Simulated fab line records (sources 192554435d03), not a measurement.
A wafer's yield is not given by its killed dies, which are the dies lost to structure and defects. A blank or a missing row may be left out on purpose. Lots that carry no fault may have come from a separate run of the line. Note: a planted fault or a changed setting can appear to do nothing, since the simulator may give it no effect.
Matching of chambers    flow n5 finfet    N5_BEOL_M4_ALD_84 on ald metal-03: 3 sister chambers
The step deposits TaN, pulse time 2 s, purge time 3 s, co reactant purge time 2 s. 6 wafers are shown with their chamber, then 6 later ones without.

WAFERS PAIRED WITH THEIR CHAMBERS
wafer   chamber  heater power w (W)
L086.3  2        403
L088.6  0        438
L090.2  1        440
L090.5  1        437
L090.6  2        413
L095.1  0        433

WAFERS WITHOUT THEIR CHAMBER
wafer   heater power w (W)
L095.2  439
L095.3  402
L096.4  432
L096.5  418
L097.2  437
L097.5  407

EACH ONE'S CHAMBER
wafer   from the rows above      in truth
L095.2  can't be placed: 1 or 0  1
L095.3  2                        2
L096.4  can't be placed: 0 or 1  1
L096.5  can't be placed: 2 or 0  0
L097.2  can't be placed: 0 or 1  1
L097.5  2                        2
2 of 6 placed correctly. Can't be placed from these rows: 4 (the true chamber is among the candidates in 4). 0 placed wrongly.
How it was worked out, from the rows above alone: a wafer's distance from a chamber is the root of the sum, over the readings, of the square of ((its reading less the chamber's mean) divided by the reading's scatter). If the next closest chamber is less than 2 further off than the closest, the wafer can't be placed; otherwise it belongs to the closest. The mean given for a chamber averages the wafers shown for that chamber. The scatter: take each reading less its chamber's mean, square it, sum over the shown wafers, divide by the number of wafers less the number of chambers, and take the root.
